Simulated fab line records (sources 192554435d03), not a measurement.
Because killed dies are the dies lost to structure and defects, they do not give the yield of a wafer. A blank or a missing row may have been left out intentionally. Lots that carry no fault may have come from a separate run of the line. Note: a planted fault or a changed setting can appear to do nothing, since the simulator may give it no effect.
Split-lot trial | flow n5Finfet | on a route of 1938 steps: 7 lots, 21 wafers read

== SPLIT DETAILS ==
At N5_BEOL_M1_COAT_68 (time 60 s, resist thk 12 nm), the setting spinRpm was moved away from the recipe's 1500 rpm on 10 of the 21 wafers read, by -10.3% to +10.4%. For the rest of the wafers, this setting stayed at what the recipe calls for.

The reading comes from the split's own step.

== THE READING ==
SiARC_of_BEOL_M1_COAT_68.thkNm (the simulator's own value, which no gauge read), in nm, at N5_BEOL_M1_COAT_68 (time 60 s, resist thk 12 nm). The file does not state a usual value for it.

wafer  | tool, chamber at the split | spinRpm as run, rpm | against the recipe | SiARC_of_BEOL_M1_COAT_68.thkNm, nm | against lot-mates on the recipe
L075.3 | lithoTrack-02, 0           | 1500                | recipe             | 12                                 | -
L075.4 | lithoTrack-02, 0           | 1500                | recipe             | 12                                 | -
L075.6 | lithoTrack-02, 0           | 1584                | +5.6%              | 11.8                               | -0.2
L078.3 | lithoTrack-03, 0           | 1500                | recipe             | 12                                 | -
L078.4 | lithoTrack-03, 0           | 1656                | +10.4%             | 11.4                               | -0.6
L078.6 | lithoTrack-03, 0           | 1656                | +10.4%             | 11.4                               | -0.6
L079.3 | lithoTrack-03, 0           | 1500                | recipe             | 12                                 | -
L079.4 | lithoTrack-03, 0           | 1346                | -10.3%             | 12.6                               | +0.6
L079.6 | lithoTrack-03, 0           | 1346                | -10.3%             | 12.6                               | +0.6
L080.1 | lithoTrack-05, 0           | 1645                | +9.7%              | 11.4                               | -0.6
L080.2 | lithoTrack-05, 0           | 1500                | recipe             | 12                                 | -
L080.4 | lithoTrack-05, 0           | 1645                | +9.7%              | 11.6                               | -0.4
L086.2 | lithoTrack-03, 0           | 1500                | recipe             | 12                                 | -
L086.3 | lithoTrack-03, 0           | 1500                | recipe             | 12                                 | -
L086.5 | lithoTrack-03, 0           | 1500                | recipe             | 12                                 | -
L090.1 | lithoTrack-02, 0           | 1550                | +3.3%              | 11.8                               | -0.2
L090.6 | lithoTrack-02, 0           | 1550                | +3.3%              | 11.8                               | -0.2
L090.4 | lithoTrack-02, 0           | 1500                | recipe             | 12                                 | -
L093.1 | lithoTrack-02, 0           | 1500                | recipe             | 12                                 | -
L093.2 | lithoTrack-02, 0           | 1500                | recipe             | 12                                 | -
L093.6 | lithoTrack-02, 0           | 1574                | +4.9%              | 11.8                               | -0.2

THE FIT
A straight line over all 21 wafers: SiARC_of_BEOL_M1_COAT_68.thkNm changes by -0.0554 nm for each +1% of spinRpm; r = -0.99; the points scatter about the line by 0.046 nm.
The same after taking each lot's own level away (the mean of its wafers on the recipe; 21 wafers): -0.0554 nm for each +1%; r = -0.99; scatter 0.046 nm.
Per that fit: largest spinRpm move, reading shift of 0.58 nm.
The lots' own levels span 12.00 to 12.00 nm.
So the lot-to-lot level changes the slope little: the two slopes agree.
Check: with one of the wafers moved furthest among these (+10.4%) left out of the fit, the line predicts -0.558 nm for it against its lot-mates. Against them it came out at -0.6 nm.

== OTHER SPLITS ON THESE WAFERS ==
Other splits were also applied to these wafers ahead of the reading. Each is held against what the fit with the lots' levels taken away leaves over:
other split on the same wafers      | wafers away from the commonest value | r with SiARC_of_BEOL_M1_COAT_68.thkNm (lot level and that fit taken away)
N5_HKMG_FIN_ETCH_31 biasW           | 10                                   | -0.14
N5_MOL_CONTACT_COAG_ETCH_105 biasW  | 6                                    | -0.18
N5_MOL_CONTACT_COAG_PECVD_31 timeS  | 5                                    | +0.24
N5_MOL_CONTACT_COAG_COAT_76 spinRpm | 8                                    | +0.71
N5_BEOL_M0_SAQP_PECVD_00 timeS      | 8                                    | -0.06
N5_BEOL_M0_SAQP_COAT_81 spinRpm     | 11                                   | +0.33
N5_BEOL_M0_CUTY_EXPOSE_54 doseMj    | 4                                    | -0.22
N5_BEOL_M0_ETCH_138 sourceW         | 3                                    | +0.27

== FILE'S OWN FIT ==
SiARC_of_BEOL_M1_COAT_68.thkNm changes by -0.0535 nm for each +1% of spinRpm, r = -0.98.
